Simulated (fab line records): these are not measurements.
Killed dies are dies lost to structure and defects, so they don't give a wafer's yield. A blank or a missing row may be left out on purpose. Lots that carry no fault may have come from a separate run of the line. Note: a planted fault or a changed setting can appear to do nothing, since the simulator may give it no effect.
Chamber matching	flow n5_finfet	N5_BEOL_M10_PECVD_70 on pecvd-01: 3 sister chambers
The step deposits SiO2 from TEOS/O2, target thk 20 nm, time 22.7 s. 20 wafers are shown with their chamber, then 10 later ones without.

WAFERS, EACH WITH ITS CHAMBER
wafer	chamber	heater_power_w (W)	heater_power_outer_w (W)	throttle_valve_pct (%)
L077.2	0	710	382	22.4
L077.3	2	526	294	22.1
L077.5	2	511	293	21.8
L080.4	2	601	346	21.8
L080.5	0	773	403	22.5
L080.6	1	895	562	23.2
L081.3	1	886	544	23.4
L081.4	2	608	362	21.8
L081.5	1	880	545	23.0
L083.2	2	543	316	22.1
L083.4	1	952	596	23.1
L083.6	0	752	420	22.6
L084.1	2	594	355	22.1
L084.2	1	870	527	23.1
L084.6	2	582	349	22.0
L089.1	0	721	409	22.6
L089.3	0	713	381	22.5
L089.4	1	876	538	23.4
L086.1	2	587	341	22.1
L086.2	1	904	546	23.3

SIGNATURES (averages over the wafers above)
reading	chamber 0	chamber 1	chamber 2	scatter within a chamber
heater_power_w	733.80	894.71	569.00	31.8
heater_power_outer_w	399.00	551.14	332.00	23.5
throttle_valve_pct	22.520	23.214	21.975	0.14
Rule: distance of a wafer from a chamber = root of the sum over the readings of ((wafer's reading minus chamber's mean) / reading's scatter) squared. If the next closest chamber is less than 2 further off than the closest, the wafer can't be placed; otherwise it belongs to the closest. The scatter: the root of (the sum of the squares of (reading less its chamber's mean) over the shown wafers, divided by (wafers less chambers)).

WAFERS WITH NO CHAMBER GIVEN
wafer	heater_power_w (W)	heater_power_outer_w (W)	throttle_valve_pct (%)
L086.4	683	349	22.7
L092.2	768	465	23.0
L092.4	794	480	23.1
L092.6	730	409	22.6
L093.1	551	324	22.3
L093.4	906	557	23.3
L093.6	746	409	22.2
L094.1	494	279	22.2
L094.2	699	381	22.6
L094.6	493	283	22.2

EACH ONE'S CHAMBER
wafer	from the rows above	in truth
L086.4	0	0
L092.2	can't be placed: 0 or 1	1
L092.4	can't be placed: 1 or 0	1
L092.6	0	0
L093.1	2	2
L093.4	1	1
L093.6	0	0
L094.1	2	2
L094.2	0	0
L094.6	2	2
Correct placement for 8 of the 10. Can't be placed from these rows: 2 (the true chamber is among the candidates in 2). Wrongly placed: 0.
